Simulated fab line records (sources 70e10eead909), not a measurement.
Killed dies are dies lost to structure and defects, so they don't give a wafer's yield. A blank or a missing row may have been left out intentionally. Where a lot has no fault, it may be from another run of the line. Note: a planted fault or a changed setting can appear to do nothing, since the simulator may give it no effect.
Which of the tools did it? :: flow nand-harc :: 42 wafers from 14 lots sampled at 2 of the route's 1159 steps

== WHAT THE GAUGES READ, wafer by wafer ==
NHARC_A_M0_THK_MEAS_24: measures by xrf. Usual: thk-nm reads 114.1 nm (standard deviation 1.4).
lot: L958
measured: day 18 00:07
on: film-metro-02
thk-nm (nm): 114.3 115.2 113.9
flag: 

lot: L960
measured: day 19 02:16
on: film-metro-02
thk-nm (nm): 114.1 115.0 114.3
flag: 

lot: L965
measured: day 19 19:25
on: film-metro-02
thk-nm (nm): 113.8 114.4 113.8
flag: 

lot: L963
measured: day 19 19:51
on: film-metro-02
thk-nm (nm): 112.5 113.3 115.6
flag: 

lot: L968
measured: day 20 05:16
on: film-metro-01
thk-nm (nm): 114.2 115.7 115.9
flag: 

lot: L969
measured: day 20 20:59
on: film-metro-02
thk-nm (nm): 112.6 112.7 113.0
flag: 

lot: L970
measured: day 21 13:08
on: film-metro-01
thk-nm (nm): 115.2 114.3 114.6
flag: 

lot: L972
measured: day 22 05:02
on: film-metro-02
thk-nm (nm): 114.5 115.6 115.9
flag: 

lot: L973
measured: day 22 09:11
on: film-metro-01
thk-nm (nm): 114.3 114.6 115.1
flag: 

lot: L976
measured: day 22 20:15
on: film-metro-02
thk-nm (nm): 110.8 111.2 113.7
flag: 

lot: L974
measured: day 22 20:55
on: film-metro-02
thk-nm (nm): 116.0 114.7 115.9
flag: 

lot: L977
measured: day 22 23:32
on: film-metro-01
thk-nm (nm): 114.7 115.3 112.8
flag: 

lot: L978
measured: day 23 12:04
on: film-metro-01
thk-nm (nm): 113.5 112.6 113.8
flag: 

lot: L979
measured: day 23 16:08
on: film-metro-02
thk-nm (nm): 114.4 118.1 116.6
flag: 

NHARC_A_M1_OVL_MEAS_10: pitch 240 nm. Usual: overlay-x-nm -0.1 nm, standard deviation 0.77; overlay-y-nm 0.0 nm, standard deviation 0.72.
lot: L958
measured: day 18 01:46
on: overlay-01
overlay-x-nm (nm): 0.4 0.2 0.2
overlay-y-nm (nm): 1.0 0.3 0.5
flag: 

lot: L960
measured: day 19 03:53
on: overlay-02
overlay-x-nm (nm): 1.2 0.5 0.7
overlay-y-nm (nm): 1.0 1.2 1.0
flag: 

lot: L965
measured: day 19 20:57
on: overlay-02
overlay-x-nm (nm): -1.1 -0.3 -0.9
overlay-y-nm (nm): 0.7 0.8 1.2
flag: 

lot: L963
measured: day 19 21:22
on: overlay-01
overlay-x-nm (nm): -1.3 -2.2 -1.4
overlay-y-nm (nm): -1.0 -1.1 -0.5
flag: 

lot: L968
measured: day 20 06:47
on: overlay-01
overlay-x-nm (nm): -2.0 -2.0 -1.9
overlay-y-nm (nm): 0.1 -0.5 -0.3
flag: 

lot: L969
measured: day 20 22:31
on: overlay-01
overlay-x-nm (nm): -0.8 -1.2 -1.4
overlay-y-nm (nm): -1.1 -1.2 -1.0
flag: 

lot: L970
measured: day 21 14:38
on: overlay-02
overlay-x-nm (nm): -0.2 0.2 -0.5
overlay-y-nm (nm): 0.9 0.2 0.4
flag: 

lot: L972
measured: day 22 06:44
on: overlay-01
overlay-x-nm (nm): -0.5 -0.6 -0.4
overlay-y-nm (nm): -0.2 -0.4 -0.1
flag: 

lot: L973
measured: day 22 10:54
on: overlay-02
overlay-x-nm (nm): 0.4 0.5 0.2
overlay-y-nm (nm): -0.5 -1.0 -1.3
flag: 

lot: L976
measured: day 22 21:53
on: overlay-02
overlay-x-nm (nm): -0.3 0.1 0.5
overlay-y-nm (nm): -0.4 0.5 0.4
flag: 

lot: L974
measured: day 22 23:14
on: overlay-02
overlay-x-nm (nm): -0.5 -0.1 -0.5
overlay-y-nm (nm): 0.0 -0.8 -0.8
flag: 

lot: L977
measured: day 23 01:10
on: overlay-02
overlay-x-nm (nm): -0.5 -0.8 -0.8
overlay-y-nm (nm): 0.3 0.0 0.2
flag: 

lot: L978
measured: day 23 14:00
on: overlay-02
overlay-x-nm (nm): 0.3 0.9 0.6
overlay-y-nm (nm): -0.1 0.0 0.0
flag: 

lot: L979
measured: day 23 17:48
on: overlay-01
overlay-x-nm (nm): 0.0 -1.0 -0.5
overlay-y-nm (nm): -0.6 -0.8 -0.4
flag: 

== WHICH TOOL RAN EACH LOT (tool, then ch and the chambers of the sampled wafers, then the start) ==
There is no process step in the record ahead of these readings.

== WHAT THE TOOLS THEMSELVES READ (means of the sampled wafers that have a number; where no wafer has one, the mark that the record gives instead) ==
The record holds no such reading with a usual standard deviation.

== THE ANSWER, worked out from the rows above alone ==
Rule: a lot counts as off when the mean over its wafers that have a number is more than 3 standard deviations away from the usual mean. Also off: a lot with no number at a reading for which 4 or more lots have one. All remaining lots with rows at the step are treated as sound. After the gauges, taken in route order, come the tools' own readings; for these a lot's mean is taken, as printed above. The first step at which some lot is off is used, and at that step the reading that is off furthest; a lot without a number counts as furthest.
No lot is off on any of the readings shown, so nothing can be concluded from this.

== WHAT HAD BEEN PUT IN BY THE SIMULATOR ==
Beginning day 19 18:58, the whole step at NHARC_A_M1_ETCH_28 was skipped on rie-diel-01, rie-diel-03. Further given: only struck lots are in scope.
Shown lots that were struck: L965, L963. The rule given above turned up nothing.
